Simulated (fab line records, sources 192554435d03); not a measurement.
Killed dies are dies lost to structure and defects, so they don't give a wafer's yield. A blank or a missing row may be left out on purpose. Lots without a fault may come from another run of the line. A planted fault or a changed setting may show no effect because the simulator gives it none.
fab line records | flow n5_finfet
record lots=6 wafers=17 last_day=16
route steps=1938 shown FIN_SAQP@134 FIN_CUT@154
lots that met no fault: from a run of the same line without faults
start_h: hours from the record's first day to the start of the lot's first wafer shown | wait_h: hours since the lot's step before | " the same as in the row above | L1.1+2: a row that stands for several wafers | - no value, or no start given | * or withheld: withheld | < > ~ a bound
route shown NAME@n: a module of which the file shows steps, and the number in the route of the first | usual: mean/standard deviation of fault-free wafers | same: alike in all rows | chamber/n: place in a boat | sites: the reading at each site | _std_site: their standard deviation | _edge_site: outer sites' mean less inner sites' | radius_mm: how far each site lies from the wafer's centre | mask NAME#n: copy n | behind: the tool/chamber that last shaped the wafer | hold: why the lot was held/for how many hours/how that ended | device: the transistor (n, p or np) that didn't switch | end of line: the same wafers' tests at the end of the route | a step without rows: its recipe alone | killed: dies lost to structure and defects at the first sort, not the wafer's yield | map: a wafer's dies, x killed, . not, _ none there
set.NAME: the setting as run; set.NAME@STEP: as run at that earlier step | model.NAME: the simulator's own value behind a step, which no gauge read
lots at some steps of the route; a table a step, a row a wafer
services: from which hour (start_h, from the record's first day; less than 0 if before it) a tool's chamber was out of use, for how many hours, and why
## steps
# step N5_FIN_SAQP_ETCH_69
# recipe chemistry=N2/H2 target=SOC target_depth_a=1500 stop_on=SiNx ion_energy_ev=100 bias_w=61 pressure_mtorr=30 source_w=850 n2_flow_sccm=200 h2_flow_sccm=200
# step N5_FIN_SAQP_ETCH_67
# recipe chemistry=CH3F/O2 target=SiNx target_depth_a=300 mask_material=SOC pressure_mtorr=30 source_w=395 bias_w=73 Ar_flow_sccm=150 CH3F_flow_sccm=30 O2_flow_sccm=20 ion_energy_ev=120
# step N5_FIN_SAQP_STRIP_70
# recipe chemistry=N2/H2 power_w=500 temp_c=40 pressure_mtorr=50 rf_frequency_hz=6e+07 overash_fraction=0.3 bias_power_w=28 h2_frac=0.5 n2_flow_sccm=300 h2_flow_sccm=300
# usual drypump_motor_current_A=5.6/0.38 h2_flow_sccm=300.0/0.83 oes_product_au=0.77/0.08 rf_vpp_V=122.0/0.96 showerhead_plenum_p_Torr=3.39/0.1 throttle_valve_pct=19.02/0.17
# same overash_fraction=0.3
# columns lot.wafer tool chamber start_h wait_h drypump_motor_current_A h2_flow_sccm oes_product_au rf_hours_counter_h rf_vpp_V showerhead_plenum_p_Torr throttle_valve_pct
L949.1 rie_diel-02 0 43.75 0.0 5.4 299.8 0.66 249 123.8 3.44 19.32
L949.3 " 1 " " 5.5 298.8 0.76 155 123.3 3.50 18.96
L949.4 " 3 " " 5.7 300.6 0.92 11 123.2 3.56 18.81
L956.1 rie_diel-04 3 85.30 0.0 5.6 299.9 0.75 169 121.0 3.34 19.20
L956.2 " 2 " " 6.4 300.4 0.75 151 120.4 3.24 18.76
L956.6 " 1 " " 5.4 298.7 0.95 - 121.4 3.42 19.11
L960.3 rie_diel-04 3 108.92 0.0 5.7 300.1 0.75 178 121.7 3.34 19.22
L960.5 " 3 " " 5.7 299.8 0.75 - 122.6 3.34 19.20
L960.6 " 2 " " 6.4 300.0 0.75 - 120.8 3.24 18.77
L963.2 rie_diel-06 2 126.54 0.0 5.3 298.4 0.73 188 119.6 3.20 19.17
L963.5 " 0 " " 6.0 301.5 0.66 - 122.5 3.41 19.09
L963.6 " 2 " " 5.3 298.9 0.73 - 120.5 3.20 19.17
L965.2 rie_diel-06 0 139.20 0.0 5.9 301.0 0.66 260 121.7 3.41 19.10
L965.3 " 3 " " 5.9 300.9 0.69 231 121.5 3.32 19.19
L965.4 " 2 " " 5.3 298.7 0.72 - 122.7 3.20 19.19
L967.1 rie_diel-02 0 151.06 0.0 5.3 299.2 0.90 32 122.7 3.43 19.00
L967.5 " 2 " " 5.0 298.9 0.73 - 122.7 3.33 19.09
# step N5_FIN_SAQP_RECESS_71
# recipe chemistry=HF/NH3 target=SiO2 target_depth_a=30 afs_cycles=1 temp_c=30 sublimation_temp_c=180 sublimation_time_s=60
# usual drypump_motor_current_A=5.87/0.28
# same afs_cycles=1
# columns lot.wafer tool chamber start_h wait_h drypump_motor_current_A
L949.1 vapor_etch-02 0 43.81 0.0 5.81
L949.3 " 1 " " 5.85
L949.4 " 0 " " 5.83
L956.1 vapor_etch-02 0 85.37 0.0 5.75
L956.2 " 1 " " 5.82
L956.6 " 0 " " 5.76
L960.3 vapor_etch-02 0 109.02 0.1 5.84
L960.5 " 1 " " 5.84
L960.6 " 0 " " 5.80
L963.2 vapor_etch-01 1 126.60 0.0 6.29
L963.5 " 0 " " 5.57
L963.6 " 1 " " 6.28
L965.2 vapor_etch-01 0 139.26 0.0 5.52
L965.3 " 1 " " 6.27
L965.4 " 0 " " 5.53
L967.1 vapor_etch-01 0 151.12 0.0 5.55
L967.5 " 0 " " 5.58
# step N5_FIN_SAQP_SPACER2_ALD_28
# recipe material=SiO2 target_thk_a=81 temp_c=300 ald_precursor_family=BDEAS ald_co_reactant=O2-plasma pulse_time_s=1 purge_time_s=2 co_reactant_purge_time_s=2 pressure_torr=2
# usual chamber_pressure_Torr=2.000/0.0048 heater_power_w=472/59 precursor_pulse_height_rel=1.000/0.02
# columns lot.wafer tool chamber start_h wait_h chamber_pressure_Torr heater_power_w precursor_pulse_height_rel
L949.1 ald_sin-04 3 43.95 0.1 2.001 429 1.021
L949.3 " 0 " " 2.004 492 1.021
L949.4 " 1 " " 2.005 393 1.002
L956.1 ald_sin-01 1 85.51 0.1 1.997 455 0.998
L956.2 " 2 " " 1.995 377 1.015
L956.6 " 1 " " 1.995 470 0.989
L960.3 ald_sin-04 0 109.18 0.1 2.002 489 1.007
L960.5 " 0 " " 2.003 492 1.017
L960.6 " 3 " " 2.003 432 0.934
L963.2 ald_sin-03 3 126.90 0.3 1.999 519 0.988
L963.5 " 3 " " 2.003 526 1.029
L963.6 " 0 " " 1.990 573 0.997
L965.2 ald_sin-01 0 139.40 0.1 1.995 493 0.972
L965.3 " 1 " " 2.003 451 1.012
L965.4 " 0 " " 1.996 480 0.981
L967.1 ald_sin-03 2 151.27 0.1 1.999 505 1.010
L967.5 " 1 " " 2.007 514 0.999
# step N5_FIN_SAQP_SPACER2_ETCHBACK_29
# recipe chemistry=CHF3/O2 mode=anisotropic_etchback target=SiO2 target_depth_a=122 time_s=6.1 pressure_mtorr=30 source_w=650 bias_w=170 Ar_flow_sccm=200 CHF3_flow_sccm=50 O2_flow_sccm=5 ion_energy_ev=200
# step N5_FIN_SAQP_MANDREL2_REMOVE_60
# recipe chemistry=HBr/Cl2/O2 bt_time_s=10 target=a-Si stop_on=SiNx endpoint=OES-SiCl over_etch_frac=1 icp_w=600 bias_w=22 HBr_flow_sccm=150 Cl2_flow_sccm=80 O2_flow_sccm=5 pressure_mtorr=10
# step N5_FIN_SAQP_CD_MEAS_31
# recipe target_cd_nm=8 landing_energy_ev=1000 detector=se_inlens polarity=line
# usual cd_nm=8.10/0.23
# same landing_energy_ev=1000
# columns lot.wafer tool chamber start_h wait_h cd_nm
L949.1 cd_sem-01 0 44.47 0.1 8.12
L949.3 " 0 " " 8.12
L949.4 " 0 " " 7.92
L956.1 cd_sem-02 0 86.06 0.1 8.05
L956.2 " 0 " " 8.19
L956.6 " 0 " " 8.25
L960.3 cd_sem-02 0 109.74 0.1 8.63
L960.5 " 0 " " 8.10
L960.6 " 0 " " 8.09
L963.2 cd_sem-02 0 127.46 0.1 8.00
L963.5 " 0 " " 8.49
L963.6 " 0 " " 8.08
L965.2 cd_sem-03 0 140.01 0.1 7.91
L965.3 " 0 " " 7.96
L965.4 " 0 " " 7.91
L967.1 cd_sem-03 0 151.79 0.1 8.10
L967.5 " 0 " " 8.31
# step N5_FIN_SAQP_HM_OPEN_33
# recipe chemistry=CH3F/O2 target=SiNx mask_material=SiO2 target_depth_a=494 time_s=70.6 pressure_mtorr=30 source_w=395 bias_w=73 Ar_flow_sccm=150 CH3F_flow_sccm=30 O2_flow_sccm=20 ion_energy_ev=120 ends=cleared
# usual drypump_motor_current_A=5.6/0.39 etch_rf_on_time_s=69.5/1.2 oes_product_au=0.66/0.072 rf_vpp_V=294/4.7 showerhead_plenum_p_Torr=2.02/0.06 throttle_valve_pct=16.53/0.23
# columns lot.wafer tool chamber start_h wait_h drypump_motor_current_A etch_rf_on_time_s oes_product_au rf_hours_counter_h rf_vpp_V showerhead_plenum_p_Torr throttle_valve_pct
L949.1 rie_diel-02 1 44.52 0.0 5.5 69.6 0.65 155 286 2.09 16.58
L949.3 " 0 " " 5.3 70.5 0.57 250 299 2.06 16.87
L949.4 " 3 " " 5.7 69.2 0.80 11 293 2.13 16.13
L956.1 rie_diel-04 2 86.11 0.0 6.4 71.2 0.64 151 296 1.92 16.25
L956.2 " 0 " " 6.1 71.1 0.70 73 297 1.95 16.31
L956.6 " 0 " " 6.1 70.5 0.70 - 298 1.95 16.31
L960.3 rie_diel-02 1 109.79 0.0 5.6 69.3 0.62 181 285 2.08 16.61
L960.5 " 3 " " 5.8 69.8 0.76 - 292 2.12 16.18
L960.6 " 0 " " 5.3 69.0 0.79 - 298 2.06 16.51
L963.2 rie_diel-02 2 127.69 0.2 5.0 70.6 0.61 181 294 2.00 16.45
L963.5 " 0 " " 5.3 70.5 0.78 - 297 2.05 16.51
L963.6 " 1 " " 5.6 70.8 0.62 - 284 2.08 16.64
L965.2 rie_diel-06 2 140.14 0.1 5.3 69.2 0.63 194 293 1.93 16.69
L965.3 " 0 " " 6.0 68.8 0.58 260 293 2.04 16.52
L965.4 " 2 " " 5.3 69.4 0.63 - 292 1.93 16.67
L967.1 rie_diel-06 2 151.84 0.0 5.3 67.9 0.63 199 295 1.92 16.69
L967.5 " 2 " " 5.3 70.3 0.62 - 293 1.92 16.67
# step N5_FIN_SAQP_ETCH_34
# recipe chemistry=C4F6/O2 target=SiO2 target_depth_a=450 time_s=15 ion_energy_ev=250 pressure_mtorr=30 source_w=345 bias_w=185 Ar_flow_sccm=300 C4F6_flow_sccm=10 O2_flow_sccm=10 ends=cleared
# step N5_FIN_SAQP_STRIP_77
# recipe chemistry=N2/H2 time_s=90 power_w=100 temp_c=40 pressure_mtorr=100 rf_frequency_hz=6e+07 bias_power_w=3 n2_flow_sccm=300 h2_flow_sccm=300
# step N5_FIN_SAQP_HM_CD_35
# recipe target_cd_nm=8 polarity=line
# usual cd_nm=8.12/0.25
# columns lot.wafer tool chamber start_h wait_h cd_nm
L949.1 cd_sem-03 - 44.74 0.1 8.22
L949.3 " - " " 7.94
L949.4 " - " " 8.15
L956.1 cd_sem-03 - 86.32 0.1 8.37
L956.2 " - " " 7.85
L956.6 " - " " 7.92
L960.3 cd_sem-02 - 110.01 0.1 8.06
L960.5 " - " " 8.20
L960.6 " - " " 8.20
L963.2 cd_sem-01 - 127.91 0.1 8.00
L963.5 " - " " 8.29
L963.6 " - " " 8.13
L965.2 cd_sem-01 - 140.36 0.1 8.14
L965.3 " - " " 7.98
L965.4 " - " " 7.89
L967.1 cd_sem-02 - 152.05 0.1 8.06
L967.5 " - " " 8.10
# step N5_FIN_SAQP_ETCH_64
# recipe chemistry=CF4 target=SiO2 target_depth_a=15 ion_energy_ev=350 pressure_mtorr=10 icp_w=800 bias_w=400 cf4_flow_sccm=80
# usual drypump_motor_current_A=6.0/0.47 oes_product_au=1.012/0.021 throttle_valve_pct=21.82/0.21
# columns lot.wafer tool chamber start_h wait_h drypump_motor_current_A oes_product_au rf_hours_counter_h throttle_valve_pct
L949.1 rie_si-05 2 44.79 0.0 6.4 1.046 25 21.63
L949.3 " 1 " " 5.5 1.037 17 22.14
L949.4 " 3 " " 5.7 0.992 69 21.59
L956.1 rie_si-03 1 86.37 0.0 6.7 1.039 42 21.95
L956.2 " 3 " " 6.3 0.994 166 22.04
L956.6 " 2 " " 5.7 1.028 - 21.77
L960.3 rie_si-05 2 110.05 0.0 6.4 1.030 26 21.63
L960.5 " 0 " " 5.7 0.993 - 21.99
L960.6 " 3 " " 5.7 0.987 - 21.56
L963.2 rie_si-03 1 127.95 0.0 6.7 1.038 43 21.93
L963.5 " 1 " " 6.7 1.030 - 21.95
L963.6 " 0 " " 5.5 1.018 - 21.52
L965.2 rie_si-03 1 140.42 0.1 6.7 1.039 43 21.95
L965.3 " 3 " " 6.3 0.984 167 22.02
L965.4 " 2 " " 5.6 1.007 126 21.74
L967.1 rie_si-05 2 152.11 0.1 6.4 1.021 27 21.63
L967.5 " 3 " " 5.7 0.991 - 21.56
# step N5_FIN_SAQP_FIN_ETCH_36
# recipe chemistry=HBr/Cl2/O2 target_depth_a=1200 mask_material=SiNx time_s=50.4 bias_w=102 pressure_mtorr=10 icp_w=800 HBr_flow_sccm=150 Cl2_flow_sccm=80 O2_flow_sccm=12
# usual drypump_motor_current_A=6.0/0.47 oes_product_au=1.010/0.018 throttle_valve_pct=36.09/0.28
# same time_s=50.4
# columns lot.wafer tool chamber start_h wait_h drypump_motor_current_A oes_product_au rf_hours_counter_h throttle_valve_pct
L949.1 rie_si-05 2 44.81 0.0 6.4 1.030 25 35.94
L949.3 " 1 " " 5.5 1.042 17 36.44
L949.4 " 3 " " 5.7 1.006 69 35.85
L956.1 rie_si-03 1 86.39 0.0 6.7 1.028 42 36.23
L956.2 " 3 " " 6.3 0.995 166 36.47
L956.6 " 2 " " 5.6 0.994 - 35.72
L960.3 rie_si-05 2 110.07 0.0 6.4 1.021 26 35.93
L960.5 " 0 " " 5.8 1.004 - 36.42
L960.6 " 3 " " 5.7 1.000 - 35.88
L963.2 rie_si-03 1 127.97 0.0 6.7 1.030 43 36.21
L963.5 " 1 " " 6.7 1.052 - 36.20
L963.6 " 0 " " 5.5 1.018 - 35.76
L965.2 rie_si-03 1 140.44 0.0 6.7 1.047 43 36.20
L965.3 " 3 " " 6.3 1.004 167 36.43
L965.4 " 2 " " 5.7 1.016 126 35.69
L967.1 rie_si-05 2 152.13 0.0 6.4 1.022 27 35.95
L967.5 " 3 " " 5.7 0.993 - 35.85
# step N5_FIN_SAQP_CD_MEAS_37
# recipe target_cd_nm=8 polarity=line
# usual cd_nm=8.09/0.26
# columns lot.wafer tool chamber start_h wait_h cd_nm
L949.1 cd_sem-02 - 44.92 0.1 8.36
L949.3 " - " " 8.07
L949.4 " - " " 8.26
L956.1 cd_sem-02 - 86.51 0.1 8.17
L956.2 " - " " 7.87
L956.6 " - " " 8.28
L960.3 cd_sem-03 - 110.20 0.1 8.26
L960.5 " - " " 7.84
L960.6 " - " " 8.05
L963.2 cd_sem-01 - 128.09 0.1 7.99
L963.5 " - " " 8.31
L963.6 " - " " 7.86
L965.2 cd_sem-02 - 140.56 0.1 8.28
L965.3 " - " " 7.74
L965.4 " - " " 7.98
L967.1 cd_sem-03 - 152.25 0.1 7.93
L967.5 " - " " 8.15
# step N5_FIN_SAQP_PRECLEAN_38
# recipe chemistry=O3/DIW time_s=45 temp_c=22 o3_ppm=10
# step N5_FIN_SAQP_PRECLEAN_45
# recipe chemistry=dHF time_s=10 dilution=500:1 temp_c=25
# step N5_FIN_SAQP_SRD_39
# recipe dry=ipa_marangoni time_s=30 temp_c=23 rinse_liquid=diw
# step N5_FIN_SAQP_OCD_MEAS_76
# usual trench_depth_nm=120.1/1.8
# columns lot.wafer tool chamber start_h wait_h trench_depth_nm
L949.1 ocd-02 - 45.02 0.0 120.1
L949.3 " - " " 123.4
L949.4 " - " " 118.5
L956.1 ocd-01 - 86.61 0.0 121.2
L956.2 " - " " 118.3
L956.6 " - " " 119.7
L960.3 ocd-02 - 110.29 0.0 119.0
L960.5 " - " " 119.0
L960.6 " - " " 117.6
L963.2 ocd-01 - 128.19 0.0 121.4
L963.5 " - " " 122.8
L963.6 " - " " 119.2
L965.2 ocd-02 - 140.66 0.0 123.3
L965.3 " - " " 119.5
L965.4 " - " " 122.9
L967.1 ocd-02 - 152.35 0.0 119.1
L967.5 " - " " 118.5
# step N5_FIN_SAQP_INSPECT_40
# recipe inspect_instrument=brightfield mode=aei
# usual raw_defect_count=235/58
# columns lot.wafer tool chamber start_h wait_h raw_defect_count
L949.1 defect_inspect-02 - 45.05 0.0 279
L949.3 " - " " 241
L949.4 " - " " 267
L956.1 defect_inspect-02 - 86.64 0.0 172
L956.2 " - " " 200
L956.6 " - " " 240
L960.3 defect_inspect-02 - 110.32 0.0 223
L960.5 " - " " 373
L960.6 " - " " 272
L963.2 defect_inspect-01 - 128.22 0.0 571
L963.5 " - " " 697
L963.6 " - " " 469
L965.2 defect_inspect-01 - 140.69 0.0 465
L965.3 " - " " 503
L965.4 " - " " 519
L967.1 defect_inspect-01 - 152.38 0.0 338
L967.5 " - " " 192
# step N5_FIN_CUT_COAT_18
# recipe resist=SOC temp_c=250 time_s=60 spin_rpm=1500 resist_thk_nm=230
# step N5_FIN_CUT_COAT_19
# recipe resist=SiARC temp_c=220 time_s=60 spin_rpm=1500 resist_thk_nm=20
# step N5_FIN_CUT_COAT_29
# recipe resist=underlayer temp_c=205 time_s=60 spin_rpm=1500 resist_thk_nm=10
# step N5_FIN_CUT_COAT_02
# recipe resist=CAR-EUV spin_rpm=1500 resist_thk_nm=30
# step N5_FIN_CUT_EBR_04
# recipe solvent=PGMEA ebr_width_mm=1.5
# step N5_FIN_CUT_SOFTBAKE_03
# recipe temp_c=110 time_s=60 resist=CAR-EUV
# step N5_FIN_CUT_EXPOSE_05
# recipe mask_id=FIN_CUT na=0.33 source_shape=annular sigma_inner=0.35 sigma_outer=0.8 polarization=unpolarized dose_mj=45.75
# step N5_FIN_CUT_PEB_06
# recipe peb_temp_c=100 peb_time_s=60 resist=CAR-EUV
# step N5_FIN_CUT_DEVELOP_07
# recipe develop_time_s=30 developer=TMAH resist=CAR-EUV rinse_liquid=surfactant_rinse dry=air_spin dev_temp_c=23
# step N5_FIN_CUT_CD_MEAS_08
# recipe target_cd_nm=29.1 landing_energy_ev=500 detector=se_inlens polarity=opening
# usual cd_nm=29.13/0.22
# same landing_energy_ev=500
# columns lot.wafer tool chamber start_h wait_h cd_nm
L949.1 cd_sem-02 0 45.48 - 29.19
L949.3 " 0 " " 29.13
L949.4 " 0 " " 28.85
L956.1 cd_sem-02 0 87.07 - 28.98
L956.2 " 0 " " 29.01
L956.6 " 0 " " 28.80
L960.3 cd_sem-01 0 110.75 - 29.05
L960.5 " 0 " " 29.09
L960.6 " 0 " " 29.38
L963.2 cd_sem-02 0 128.65 - 29.06
L963.5 " 0 " " 28.99
L963.6 " 0 " " 28.80
L965.2 cd_sem-03 0 141.15 - 29.29
L965.3 " 0 " " 28.96
L965.4 " 0 " " 28.89
L967.1 cd_sem-02 0 152.68 - 28.90
L967.5 " 0 " " 29.05
# step N5_FIN_CUT_OVL_MEAS_09
# recipe points_per_wafer=522
# usual FIN_CUT_OVL=-0.3/0.62
# columns lot.wafer tool chamber start_h wait_h FIN_CUT_OVL[nm]
L949.1 overlay-02 0 45.51 0.0 0.1
L949.3 " 0 " " 0.2
L949.4 " 0 " " -1.5
L956.1 overlay-02 0 87.10 0.0 -0.1
L956.2 " 0 " " -1.5
L956.6 " 0 " " -0.8
L960.3 overlay-02 0 110.79 0.0 -0.4
L960.5 " 0 " " -0.4
L960.6 " 0 " " 0.6
L963.2 overlay-01 0 128.69 0.0 0.0
L963.5 " 0 " " -0.8
L963.6 " 0 " " -0.1
L965.2 overlay-02 0 141.19 0.0 -0.6
L965.3 " 0 " " -0.3
L965.4 " 0 " " 0.0
L967.1 overlay-01 0 152.71 0.0 -0.9
L967.5 " 0 " " -0.9
# step N5_FIN_CUT_INSPECT_10
# recipe mode=adi inspect_instrument=brightfield
# usual raw_defect_count=43/11
# columns lot.wafer tool chamber start_h wait_h raw_defect_count
L949.1 defect_inspect-01 - 45.57 0.1 49
L949.3 " - " " 49
L949.4 " - " " 46
L956.1 defect_inspect-02 - 87.16 0.1 36
L956.2 " - " " 25
L956.6 " - " " 30
L960.3 defect_inspect-02 - 110.84 0.0 41
L960.5 " - " " 61
L960.6 " - " " 41
L963.2 defect_inspect-01 - 128.74 0.0 352
L963.5 " - " " 338
L963.6 " - " " 315
L965.2 defect_inspect-02 - 141.24 0.0 327
L965.3 " - " " 345
L965.4 " - " " 337
L967.1 defect_inspect-02 - 152.77 0.1 55
L967.5 " - " " 52
# step N5_FIN_CUT_DESCUM_13
# recipe chemistry=O2 time_s=7 source_power_w=50 bias_power_w=20 pressure_mtorr=20 rf_frequency_hz=2.712e+07 temp_c=40 resist=CAR-EUV o2_flow_sccm=225
## services
# columns tool chamber start_h hours kind
rie_si-05 - 26.19 0.8 repair
ald_sin-03 3 29.19 3.4 repair
rie_diel-02 3 29.92 4.2 repair
rie_diel-04 0 35.51 9.4 repair
rie_diel-02 0 45.96 - clean
rie_diel-02 0 45.96 - consumable_replace:focus_ring
rie_diel-02 0 45.96 15.2 scheduled_down
rie_diel-02 0 45.96 15.2 vent_cycle
ald_sin-04 - 47.09 0.7 repair
rie_diel-02 3 55.90 7.6 repair
ald_sin-01 2 60.29 9.5 repair
rie_diel-02 0 75.70 2.6 repair
ald_sin-01 1 79.30 4.7 repair
ald_sin-01 - 79.79 1.8 repair
rie_diel-06 2 87.77 25.7 repair
rie_diel-06 1 88.98 2.9 repair
rie_diel-02 3 89.46 1.7 repair
rie_si-05 2 92.68 9.2 repair
rie_diel-06 1 102.88 93.9 repair
rie_diel-04 3 109.30 9.0 repair
ald_sin-04 - 115.50 6.1 pm
ald_sin-01 2 137.36 3.6 repair
rie_si-05 - 148.84 0.3 repair
ald_sin-03 0 150.53 8.9 repair
## key
first_sign step=N5_FIN_SAQP_INSPECT_40 reading=raw_defect_count direction=up sigmas=5.2 usual=235 struck=537
effect step=N5_FIN_CUT_INSPECT_10 reading=raw_defect_count direction=up sigmas=26 usual=43 struck=336
met_at N5_FIN_SAQP_ETCH_64
struck_wafers L963.2,L963.5,L963.6,L965.2,L965.3,L965.4
rows_end L963.2,L963.5,L963.6,L965.2,L965.3,L965.4
onset_between 86.37 127.95
also_fits N5_FIN_SAQP_STRIP_70:rie_diel-06,N5_FIN_SAQP_FIN_ETCH_36:rie_si-03
fault kind=chamber_particle_source tool=rie_si-03 chamber=- onset_h=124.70 steps=N5_FIN_SAQP_ETCH_64 rate_per_visit_cm2=0.44775 until_the_next_wet_clean=True
# rows_end: these wafers met a further fault down the route, and their rows from its step on are left out
